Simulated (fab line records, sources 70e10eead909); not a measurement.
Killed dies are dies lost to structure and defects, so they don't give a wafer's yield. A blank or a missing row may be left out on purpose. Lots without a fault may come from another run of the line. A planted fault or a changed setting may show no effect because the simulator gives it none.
Chamber matching | flow nand_harc | NHARC_P_M0_DESCUM_14 on rie_diel-12: 4 sister chambers
The step chemistry O2, time 3 s. 4 wafers are shown with their chamber, then 12 later ones without.

WAFERS WITH THEIR CHAMBER
wafer  | chamber | drypump_motor_current_A (A)
L084.3 | 0       | 5.8
L092.3 | 1       | 6.2
L092.5 | 2       | 5.2
L092.6 | 3       | 5.8

WAFERS WITHOUT THEIR CHAMBER
wafer  | drypump_motor_current_A (A)
L094.1 | 5.8
L094.2 | 6.3
L094.3 | 5.2
L096.2 | 5.8
L096.4 | 6.2
L096.5 | 5.2
L095.2 | 6.3
L095.4 | 5.2
L095.5 | 5.8
L097.1 | 5.8
L097.5 | 5.8
L097.6 | 6.3

WHICH CHAMBER EACH WENT THROUGH
wafer  | from the rows above     | in truth
L094.1 | can't be placed: 0 or 3 | 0
L094.2 | 1                       | 1
L094.3 | 2                       | 2
L096.2 | can't be placed: 0 or 3 | 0
L096.4 | 1                       | 1
L096.5 | 2                       | 2
L095.2 | 1                       | 1
L095.4 | 2                       | 2
L095.5 | can't be placed: 0 or 3 | 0
L097.1 | can't be placed: 0 or 3 | 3
L097.5 | can't be placed: 0 or 3 | 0
L097.6 | 1                       | 1
Placed correctly: 7 of 12. Can't be placed from these rows: 5 (the true chamber is among the candidates in 5). Placed wrongly: 0.
How it was worked out, from the rows above alone: a wafer's distance from a chamber is the root of the sum, over the readings, of the square of ((its reading less the chamber's mean) divided by the reading's scatter). The wafer belongs to the nearest chamber; if the next one is less than 2 further off, it can't be placed. A chamber's mean is the mean of its shown wafers. The scatter: with one shown wafer a chamber, the root of the mean of the squares of how far each hidden wafer lies from its nearest shown one.
